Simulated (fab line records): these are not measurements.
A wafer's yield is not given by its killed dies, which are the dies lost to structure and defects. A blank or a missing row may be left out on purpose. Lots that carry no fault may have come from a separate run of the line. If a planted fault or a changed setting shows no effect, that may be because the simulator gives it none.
Problem report in the 8D (eight disciplines) form, filled by code | flow n5Finfet | the parts of the form that need people (team, actions taken, sign-off) are left out

## 1. PROBLEM STATEMENT
runLengthS at N5_HKMG_FIN_ETCH_35 reads a mean of 231.7 s on 3 wafers of 3 lots; wafers without a fault read 266.6 s with a standard deviation of 0.38. Measured from the usual mean, that is -92 standard deviations.
The step: etches SOC in N2/H2, target depth 215.8 nm, time 243.4 s.
Earliest sighting: wafer L249.5 on rieDiel-03 at day 6 18:46. The record holds 18 wafers of 7 lots with a number at this step. Rule for "out" (also "out of limits"): further than 4 standard deviations from the usual mean. The other wafers with a number count as sound.

## 2. WHAT IT IS, WHAT IT ISN'T
question                    | is                     | is not
which readings at this step | runLengthS             | drypumpMotorCurrentA, oesProductAu, rfVppV, showerheadPlenumPTorr, throttleValvePct
which lots                  | L249, L250, L251       | L239, L241, L254, L257
which wafers of those lots  | L249.5, L250.4, L251.5 | L249.1, L250.1, L251.6
read on which tools         | rieDiel-03             | rieDiel-04, rieDiel-06
when                        | from day 6 18:46       | up to then (7 sound wafers); but 8 sound wafers of L250, L251, L254, L257 came after

## 3. THE SUSPECTS, EACH WITH WHAT RULES IT OUT
Counting: any tool at a process step up to the reading remains a suspect provided it ran every lot that is out. Sound lots after the first of them don't rule it out here, since some wafers of a struck lot are sound.
- rieDiel-03 at N5_HKMG_FIN_DESCUM_17 (chemistry O2, time 7.9 s): kept. Ran every lot that is out, first one L249 (day 6 18:27); last sound lot up to then L241 (day 4 19:01).
- rieDiel-03 at N5_HKMG_FIN_ETCH_31 (etches SiARC in CF4, target depth 45.5 nm, time 75.8 s): kept. Ran every lot that is out, first one L249 (day 6 18:29); last sound lot up to then L241 (day 4 19:03).
- rieDiel-03 at N5_HKMG_FIN_ETCH_32 (etches SOC in N2/H2, target depth 240 nm, time 300 s): kept. Ran every lot that is out, first one L249 (day 6 18:32); last sound lot up to then L241 (day 4 19:06).
- rieDiel-03 at N5_HKMG_FIN_STRIP_34 (strips in CF4): kept. Ran every lot that is out, first one L249 (day 6 18:44); last sound lot up to then L241 (day 4 19:17).
- rieDiel-03 at N5_HKMG_FIN_ETCH_35 (etches SOC in N2/H2, target depth 215.8 nm, time 243.4 s): kept. Ran every lot that is out, first one L249 (day 6 18:46); last sound lot up to then L241 (day 4 19:19). On those wafers its own readings are out: runLengthS.
Left after counting: rieDiel-03 at N5_HKMG_FIN_DESCUM_17, rieDiel-03 at N5_HKMG_FIN_ETCH_31, rieDiel-03 at N5_HKMG_FIN_ETCH_32, rieDiel-03 at N5_HKMG_FIN_STRIP_34, rieDiel-03 at N5_HKMG_FIN_ETCH_35.

## 4. THE CAUSE (what the simulator had put in)
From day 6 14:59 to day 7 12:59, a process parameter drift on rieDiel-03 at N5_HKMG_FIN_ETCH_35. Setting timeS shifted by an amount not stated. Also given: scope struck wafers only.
Counting leaves 5 suspects; this tool is one of them.

## 5. THE CHAIN OF EFFECTS, in route order
Rows list readings where the struck wafers' mean (over those with a number) sits beyond 3 standard deviations from the usual. Scope: only readings with a usual standard deviation given in the record; hours: median across lots of the time from each lot's start at the first step in this table that gives one to its start at this step; sigmas: change in usual standard deviations.
hours | step                | reading    | usual   | on struck wafers | change | sigmas
0     | N5_HKMG_FIN_ETCH_35 | runLengthS | 266.6 s | 231.7            | -34.9  | -92
Its process steps:
- N5_HKMG_FIN_ETCH_35: etches SOC in N2/H2, target depth 215.8 nm, time 243.4 s.
Readings that are blank on the struck wafers while sound wafers have them: biasW at N5_HKMG_FIN_ETCH_35.
Later measuring or inspecting steps at which every struck wafer that the step has a row for has a number for every such reading, and none has moved that far: N5_BEOL_M4_RC_MEAS_101.

## 6. WHAT WOULD HAVE CAUGHT IT SOONER
In this record the first reading out of limits was taken at day 6 18:46, 4 hours after the fault began at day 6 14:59.
